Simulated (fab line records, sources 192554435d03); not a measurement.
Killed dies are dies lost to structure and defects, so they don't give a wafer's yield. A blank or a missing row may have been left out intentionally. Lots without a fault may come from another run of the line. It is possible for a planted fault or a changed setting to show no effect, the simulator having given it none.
fab line records -- flow n5Finfet
record lots=7, wafers=18, lastDay=17
route steps=1938 shown BEOL_M11@1587 PASSIVATION@1936
lots untouched by any fault: they come from a run of this same line in which no faults occurred
startH: the number of hours between the record's first day and the start of the first shown wafer of the lot -- waitH: hours elapsed since this lot's preceding step -- " identical to the entry in the row above -- L1.1+2: a single row standing in for several wafers -- - either no value or no given start -- * or withheld: withheld -- < > ~ a bound
route shown NAME@n: names a module that has steps shown in the file, with the first one's number in the route -- usual: mean/standard deviation of fault-free wafers -- same: alike in all rows -- chamber/n: place in a boat -- sites: readings site by site -- _std_site: their standard deviation -- _edge_site: the outer-site mean with the inner-site mean subtracted -- radiusMm: for every site, how far away it sits from the centre of the wafer -- mask NAME#n: copy n -- behind: tool/chamber where the wafer was last shaped -- hold: the reason the lot was held/the length of the hold in hours/how it ended -- device: the transistor (n, p or np) that didn't switch -- end of line: the same wafers' tests at the end of the route -- where a step has no rows: the recipe by itself -- killed: dies that structure and defects cost at the first sort, which is not the same as the wafer's yield -- map: the dies of a wafer, with x for killed, . for not killed, _ for no die there
set.NAME: the run value of the setting; set.NAME@STEP: its run value at that earlier step -- model.NAME: the simulator's own value behind a step, which no gauge read
lots at some steps of the route; a table a step, a row a wafer
services: when a tool's chamber went out of use (startH, in hours from the record's first day, below 0 if earlier), for how many hours, and the reason
## steps
# step N5_BEOL_M11_CURE_72
# recipe tempC=370, timeS=120, ambient=DMADMS/He, material=SiCOH_lowk
# usual lampPowerPct=52.31/0.05, wafer_temp_C_max=371.6/0.54
lot.wafer,tool,chamber,startH,waitH,lampPowerPct,wafer_temp_C_max
L718.3,uvCure-01,1,217.42,0.1,52.34,371.6
L718.4,uvCure-01,1,217.42,0.1,52.39,371.6
L718.6,uvCure-01,1,217.42,0.1,52.34,371.7
L724.1,uvCure-03,1,267.78,0.0,52.35,371.9
L724.5,uvCure-03,1,267.78,0.0,52.39,372.1
L724.6,uvCure-03,1,267.78,0.0,52.35,372.3
L731.2,uvCure-02,0,320.98,0.1,52.28,371.6
L731.6,uvCure-02,0,320.98,0.1,52.29,372.3
L733.4,uvCure-03,2,332.35,0.2,52.31,371.3
L733.5,uvCure-03,2,332.35,0.2,52.31,371.1
L735.2,uvCure-03,0,344.70,0.1,52.33,372.1
L735.4,uvCure-03,0,344.70,0.1,52.30,372.2
L736.2,uvCure-02,2,344.92,0.1,52.29,371.2
L736.4,uvCure-02,2,344.92,0.1,52.31,371.2
L736.6,uvCure-02,2,344.92,0.1,52.25,371.0
L738.1,uvCure-01,0,349.73,0.0,52.31,371.3
L738.5,uvCure-01,0,349.73,0.0,52.36,371.6
L738.6,uvCure-01,0,349.73,0.0,52.32,371.5
# step N5_BEOL_M11_DEGAS_44
# recipe ambient=vacuum, tempC=250, timeS=60
# step N5_BEOL_M11_PRE_CLEAN_45
# recipe gas=H2/He, timeS=30, tempC=250
# usual heaterPowerW=332/37, susceptorTempC=250.01/0.16
lot.wafer,tool,chamber,startH,waitH,heaterPowerW,susceptorTempC
L718.3,pvdSputter-02,-,217.92,0.0,330,249.98
L718.4,pvdSputter-02,-,217.92,0.0,314,250.41
L718.6,pvdSputter-02,-,217.92,0.0,347,250.36
L724.1,pvdSputter-03,-,268.23,0.0,417,250.07
L724.5,pvdSputter-03,-,268.23,0.0,406,250.24
L724.6,pvdSputter-03,-,268.23,0.0,243,249.95
L731.2,pvdSputter-01,-,321.31,0.0,326,249.95
L731.6,pvdSputter-01,-,321.31,0.0,379,249.87
L733.4,pvdSputter-01,-,332.88,0.0,319,250.28
L733.5,pvdSputter-01,-,332.88,0.0,319,250.00
L735.2,pvdSputter-02,-,346.30,0.0,330,249.89
L735.4,pvdSputter-02,-,346.30,0.0,353,250.08
L736.2,pvdSputter-02,-,346.58,0.0,344,249.80
L736.4,pvdSputter-02,-,346.58,0.0,330,249.88
L736.6,pvdSputter-02,-,346.58,0.0,324,249.86
L738.1,pvdSputter-02,-,350.49,0.0,362,250.19
L738.5,pvdSputter-02,-,350.49,0.0,353,250.20
L738.6,pvdSputter-02,-,350.49,0.0,309,250.00
# step N5_BEOL_M11_ALD_74
# recipe material=TaN, targetThkA=20, tempC=275, aldPrecursorFamily=PDMAT, aldCoReactant=NH3, pressureTorr=3, carrierFlowSccm=1500, pulseTimeS=2, purgeTimeS=3, coReactantPurgeTimeS=2, coReactantPulseTimeS=3, aldCycles=40, precursorVesselTempC=75, precursorVesselPressureTorr=26.25, precursorVesselCarrierSccm=1000
# usual heaterPowerW=421/37, susceptorTempC=275.00/0.19
# same aldCycles=40
lot.wafer,tool,chamber,startH,waitH,heaterPowerW,susceptorTempC
L718.3,aldMetal-04,3,218.00,0.1,448,275.35
L718.4,aldMetal-04,1,218.00,0.1,416,275.25
L718.6,aldMetal-04,3,218.00,0.1,449,275.40
L724.1,aldMetal-02,2,268.29,0.0,468,275.47
L724.5,aldMetal-02,3,268.29,0.0,401,275.06
L724.6,aldMetal-02,2,268.29,0.0,459,275.31
L731.2,aldMetal-02,3,321.60,0.3,402,275.02
L731.6,aldMetal-02,0,321.60,0.3,358,274.74
L733.4,aldMetal-03,0,333.08,0.2,471,275.32
L733.5,aldMetal-03,0,333.08,0.2,477,274.91
L735.2,aldMetal-02,0,346.36,0.0,351,275.24
L735.4,aldMetal-02,1,346.36,0.0,444,274.95
L736.2,aldMetal-02,2,346.64,0.0,477,275.31
L736.4,aldMetal-02,1,346.64,0.0,444,274.77
L736.6,aldMetal-02,1,346.64,0.0,430,274.86
L738.1,aldMetal-02,0,350.55,0.0,362,275.18
L738.5,aldMetal-02,2,350.55,0.0,469,274.87
L738.6,aldMetal-02,1,350.55,0.0,437,275.15
# step N5_BEOL_M11_SURFACE_TREAT_76
# recipe gas=Ar, timeS=*, ionEnergyEv=*, ionCurrentMaCm2=0.5, pressureMtorr=*, arFlowSccm=30
# usual throttleValvePct=*
lot.wafer,tool,chamber,startH,waitH,throttleValvePct
L718.3,pvdSputter-02,-,218.32,0.2,*
L718.4,pvdSputter-02,-,218.32,0.2,*
L718.6,pvdSputter-02,-,218.32,0.2,*
L724.1,pvdSputter-02,-,268.67,0.2,*
L724.5,pvdSputter-02,-,268.67,0.2,*
L724.6,pvdSputter-02,-,268.67,0.2,*
L731.2,pvdSputter-03,-,323.02,1.3,*
L731.6,pvdSputter-03,-,323.02,1.3,*
L733.4,pvdSputter-03,-,333.43,0.2,*
L733.5,pvdSputter-03,-,333.43,0.2,*
L735.2,pvdSputter-03,-,346.65,0.2,*
L735.4,pvdSputter-03,-,346.65,0.2,*
L736.2,pvdSputter-03,-,346.97,0.2,*
L736.4,pvdSputter-03,-,346.97,0.2,*
L736.6,pvdSputter-03,-,346.97,0.2,*
L738.1,pvdSputter-01,-,350.88,0.2,*
L738.5,pvdSputter-01,-,350.88,0.2,*
L738.6,pvdSputter-01,-,350.88,0.2,*
# step N5_BEOL_M11_CVD_75
# recipe material=Co, targetThkA=20, tempC=withheld, precursor=CCTBA/H2, pressureTorr=30, timeS=138.9
# step N5_BEOL_M11_SPUTTER_48
# recipe material=Cu, targetThkA=120, tempC=-20, biasV=60, powerW=26000, chamberPressurePa=0.13, timeS=2
# step N5_BEOL_M11_ECD_50
# recipe material=Cu, targetThkA=3180
# step N5_BEOL_M11_ANNEAL_51
# recipe tempC=225, timeS=90, ambient=N2
# step N5_BEOL_M11_CMP_52
# recipe stopOn=SiCOH_lowk, tOverpolishS=7, downForcePsi=1, platenRpm=50, clearingPlatenDownForcePsi=1.5, clearingPlatenRpm=50, postCmpClean=cuAlkaline, targetThkNm=140, clearingPlatenPadVelocityMS=0.99484, padVelocityMS=0.99484
# usual barrierFieldEndpointS=28.9/0.81, motorCurrentA=6.1/0.78, overpolishRunS=7.000/0.0092, platenRpm=50.00/0.032, timeToEndpointS=65/3.7
lot.wafer,tool,chamber,startH,waitH,barrierFieldEndpointS,motorCurrentA,overpolishRunS,platenRpm,timeToEndpointS
L718.3,cmp-01,1,219.71,0.2,28.2,6.7,7.004,49.95,63
L718.4,cmp-01,2,219.71,0.2,29.8,7.2,6.988,49.97,71
L718.6,cmp-01,0,219.71,0.2,28.9,6.4,6.996,50.00,66
L724.1,cmp-02,3,269.76,0.4,28.2,5.8,7.001,49.99,63
L724.6,cmp-02,0,269.76,0.4,28.8,6.2,6.986,49.98,64
L724.5,cmp-02,1,269.76,0.4,29.6,6.2,6.994,50.03,72
L731.2,cmp-02,2,324.87,1.0,29.0,5.0,7.007,49.97,62
L731.6,cmp-02,0,324.87,1.0,28.8,6.4,7.010,49.98,59
L733.4,cmp-02,1,335.14,0.1,29.1,6.6,7.013,50.02,67
L733.5,cmp-02,2,335.14,0.1,28.8,4.7,6.998,50.01,62
L735.2,cmp-04,3,347.68,0.3,27.4,5.4,6.998,49.97,59
L735.4,cmp-04,0,347.68,0.3,29.5,5.7,7.000,50.02,66
L736.2,cmp-04,1,347.87,0.4,27.8,5.4,6.992,49.97,65
L736.4,cmp-04,3,347.87,0.4,27.3,5.7,7.013,49.97,56
L736.6,cmp-04,0,347.87,0.4,28.3,5.6,7.004,50.05,63
L738.1,cmp-02,3,352.05,0.3,28.0,6.1,6.991,50.00,62
L738.6,cmp-02,1,352.05,0.3,29.5,6.3,7.010,49.97,65
L738.5,cmp-02,2,352.05,0.3,29.2,4.8,6.993,50.02,62
# step N5_BEOL_M11_THK_MEAS_53
# recipe thkMeasGauge=xrf, reads=Cu_of_BEOL_M11_ECD_50
# usual M11_THK=138.6/3
lot.wafer,tool,chamber,startH,waitH,M11_THK[nm]
L718.3,filmMetro-01,-,219.93,-,137.8
L718.4,filmMetro-01,-,219.93,-,140.2
L718.6,filmMetro-01,-,219.93,-,141.3
L724.1,filmMetro-02,-,269.94,-,135.0
L724.5,filmMetro-02,-,269.94,-,141.9
L724.6,filmMetro-02,-,269.94,-,133.5
L731.2,filmMetro-01,-,325.06,-,138.4
L731.6,filmMetro-01,-,325.06,-,136.9
L733.4,filmMetro-01,-,335.44,-,138.2
L733.5,filmMetro-01,-,335.44,-,134.8
L735.2,filmMetro-02,-,347.90,-,134.0
L735.4,filmMetro-02,-,347.90,-,141.5
L736.2,filmMetro-01,-,348.13,-,145.8
L736.4,filmMetro-01,-,348.13,-,137.6
L736.6,filmMetro-01,-,348.13,-,147.5
L738.1,filmMetro-02,-,352.27,-,139.1
L738.5,filmMetro-02,-,352.27,-,139.2
L738.6,filmMetro-02,-,352.27,-,138.7
# step N5_BEOL_M11_PRE_CLEAN_55
# recipe gas=NH3, timeS=15, tempC=withheld, rfPowerW=300
# step N5_BEOL_M11_DEP_56
# recipe material=SiCN, targetThkA=300, tempC=withheld, precursor=3MS/NH3, pressureTorr=3, rfW=675, timeS=10.5
# usual showerheadPlenumPTorr=4.158/0.017, throttleValvePct=17.6/0.67
lot.wafer,tool,chamber,startH,waitH,showerheadPlenumPTorr,throttleValvePct,model.SiCN_of_BEOL_M11_DEP_56.thkNm
L718.3,pecvd-02,1,219.99,0.0,4.179,18.8,29.8
L718.4,pecvd-02,1,219.99,0.0,4.172,18.6,30.2
L718.6,pecvd-02,0,219.99,0.0,4.149,18.3,29.8
L724.1,pecvd-01,2,270.00,0.0,4.161,17.6,29.6
L724.5,pecvd-01,0,270.00,0.0,4.165,17.8,30.4
L724.6,pecvd-01,2,270.00,0.0,4.168,17.6,30
L731.2,pecvd-01,1,325.12,0.0,4.180,17.3,34.8
L731.6,pecvd-01,0,325.12,0.0,4.165,17.8,30.6
L733.4,pecvd-01,0,335.51,0.0,4.168,17.7,29.8
L733.5,pecvd-01,1,335.51,0.0,4.180,17.7,34.4
L735.2,pecvd-01,2,347.96,0.0,4.157,17.9,34
L735.4,pecvd-01,0,347.96,0.0,4.154,17.8,30.6
L736.2,pecvd-02,0,348.19,0.0,4.147,18.4,29.6
L736.4,pecvd-02,2,348.19,0.0,4.158,18.0,31.4
L736.6,pecvd-02,1,348.19,0.0,4.169,19.0,31
L738.1,pecvd-04,2,352.34,0.0,4.153,16.5,29.6
L738.5,pecvd-04,0,352.34,0.0,4.149,17.5,30.4
L738.6,pecvd-04,1,352.34,0.0,4.119,17.4,29.6
# step N5_BEOL_M11_RS_MEAS_57
# recipe thkMeasGauge=four-point-probe, reads=Cu_of_BEOL_M11_ECD_50+Co_of_BEOL_M11_CVD_75+TaN_of_BEOL_M11_ALD_74
# usual M11_RS=0.153/0.0035
lot.wafer,tool,chamber,startH,waitH,M11_RS[ohm/sq]
L718.3,filmMetro-02,-,220.05,0.0,0.153
L718.4,filmMetro-02,-,220.05,0.0,0.150
L718.6,filmMetro-02,-,220.05,0.0,0.149
L724.1,filmMetro-01,-,270.06,0.0,0.158
L724.5,filmMetro-01,-,270.06,0.0,0.150
L724.6,filmMetro-01,-,270.06,0.0,0.160
L731.2,filmMetro-01,-,325.18,0.0,0.154
L731.6,filmMetro-01,-,325.18,0.0,0.155
L733.4,filmMetro-01,-,335.56,0.0,0.153
L733.5,filmMetro-01,-,335.56,0.0,0.157
L735.2,filmMetro-02,-,348.03,0.0,0.158
L735.4,filmMetro-02,-,348.03,0.0,0.149
L736.2,filmMetro-02,-,348.25,0.0,0.147
L736.4,filmMetro-02,-,348.25,0.0,0.157
L736.6,filmMetro-02,-,348.25,0.0,0.146
L738.1,filmMetro-01,-,352.40,0.0,0.153
L738.5,filmMetro-01,-,352.40,0.0,0.153
L738.6,filmMetro-01,-,352.40,0.0,0.153
# step N5_PASSIVATION_PROBE_49
# usual defectLimitedYield=91.5/1.5, killed_at_M0_to_M3=32/10, killed_at_M4_up=13/4.9, killedAtContacts=13/6.1, killedAtFrontEnd=38/11, killedAtOther=3/3.2, killedDies=101/18, killedOpen=66/13, killedShort=32/8.3, sort_bin_5_function=5.0/1, sort_bin_6_memory=3.2/0.74, sort_bin_8_speed=0.1/1.1, sortNPass=1078/22, sortYieldPct=91.3/1.9
# same grossDies=1180, killedAtBackSide=0, sort_bin_4_leakage[%]=0
lot.wafer,tool,chamber,startH,waitH,defectLimitedYield[%],killed_at_M0_to_M3,killed_at_M4_up,killedAtContacts,killedAtFrontEnd,killedAtOther,killedDies,killedOpen,killedShort,sort_bin_5_function[%],sort_bin_6_memory[%],sort_bin_8_speed[%],sortNPass,sortYieldPct[%]
L718.3,prober-02,-,269.23,0.1,87.5,73,6,18,45,5,147,97,48,7.7,4.3,0,1033,87.5
L718.4,prober-02,-,269.28,0.2,88.7,42,24,25,41,1,133,93,36,7.0,4.0,0,1047,88.7
L718.6,prober-02,-,269.38,0.3,89.9,30,11,7,68,3,119,78,40,7.1,2.8,0,1061,89.9
L733.4,prober-01,-,386.55,0.2,90.8,27,20,15,44,2,108,67,41,4.7,4.2,0,1072,90.8
L733.5,prober-01,-,386.60,0.2,92.4,25,18,5,39,3,90,49,38,4.0,3.2,0,1090,92.4
# killed by level:class
L718.3 BEOL_M1:geometricParticle:open=22 BEOL_M0_SAQP:geometricParticle:open=18 MOL_CONTACT_COAG:geometricParticle:open=13 BEOL_M0_SAQP:geometricParticle:short=12 FIN_SAQP:geometricParticle:open=7 GATE_CUT:geometricParticle:short=7 BEOL_M2:geometricParticle:open=7 FIN_SAQP:geometricParticle:short=6
L718.4 MOL_CONTACT_COAG:geometricParticle:open=16 BEOL_M4:geometricParticle:open=13 FIN_SAQP:geometricParticle:open=12 BEOL_M2:geometricParticle:open=12 BEOL_M0_SAQP:geometricParticle:short=9 BEOL_M3:geometricParticle:open=8 MOL_CONTACT_COAG:geometricParticle:short=7 STI_FIN_REVEAL:geometricParticle:open=5
L718.6 STI_FIN_REVEAL:geometricParticle:open=21 FIN_SAQP:geometricParticle:short=10 FIN_SAQP:geometricParticle:open=8 BEOL_M0_SAQP:geometricParticle:short=7 GATE_CUT:geometricParticle:short=6 GATE_CUT:geometricParticle:open=6 DUMMY_GATE:geometricParticle:open=5 BEOL_M0_SAQP:geometricParticle:open=5
L733.4 FIN_SAQP:geometricParticle:short=11 FIN_SAQP:geometricParticle:open=11 MOL_CONTACT_COAG:geometricParticle:open=11 DUMMY_GATE:geometricParticle:open=7 BEOL_M0_SAQP:geometricParticle:short=5 BEOL_M3:geometricParticle:open=5 MOL_CONTACT_COAG:geometricParticle:short=4 BEOL_M0:geometricParticle:short=4
L733.5 FIN_SAQP:geometricParticle:short=10 BEOL_M1:geometricParticle:open=8 DUMMY_GATE:geometricParticle:open=5 BEOL_M4:geometricParticle:open=5 BEOL_M5:geometricParticle:open=5 FIN_SAQP:geometricParticle:open=4 STI_FIN_REVEAL:geometricParticle:short=4 BEOL_M0_SAQP:geometricParticle:open=4
## services
tool,chamber,startH,hours,kind
pecvd-04,2,206.38,3.8,repair
uvCure-01,-,212.21,2.8,pm
cmp-01,-,214.55,4.0,pm
pecvd-02,-,222.95,4.3,pm
aldMetal-02,2,227.19,6.8,repair
cmp-04,-,232.99,0.6,repair
cmp-02,-,239.18,8.5,repair
uvCure-02,-,241.48,7.5,pm
uvCure-02,-,249.03,6.0,pm
uvCure-02,-,259.06,7.5,pm
cmp-04,-,264.32,1.6,repair
pecvd-02,-,271.36,6.0,pm
cmp-04,-,273.48,12.2,repair
cmp-02,-,273.72,4.0,pm
aldMetal-04,1,283.93,17.5,repair
cmp-04,-,293.73,0.5,repair
uvCure-02,-,302.98,2.1,pm
pecvd-04,-,308.81,2.8,pm
cmp-04,-,314.30,9.5,repair
pecvd-01,-,318.70,1.5,repair
cmp-04,-,323.82,4.4,pm
pecvd-02,-,324.30,4.8,repair
cmp-04,-,338.07,2.2,repair
uvCure-02,-,339.66,1.2,repair
## key
firstSign none at tools or gauges
modelEffect step=N5_BEOL_M11_DEP_56, value=SiCN_of_BEOL_M11_DEP_56.thkNm, without=30.4, struck=34.4
metAt N5_BEOL_M11_DEP_56
struckWafers L731.2,L733.5,L735.2
onsetBetween 270.00 325.12
fault kind=processParameterDrift, tool=pecvd-01, chamber=-, onsetH=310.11, steps=N5_BEOL_M11_DEP_56, channel=timeS, offset=*, shape=step, endH=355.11, scope=struckWafersOnly, actsIn=*, stated=*
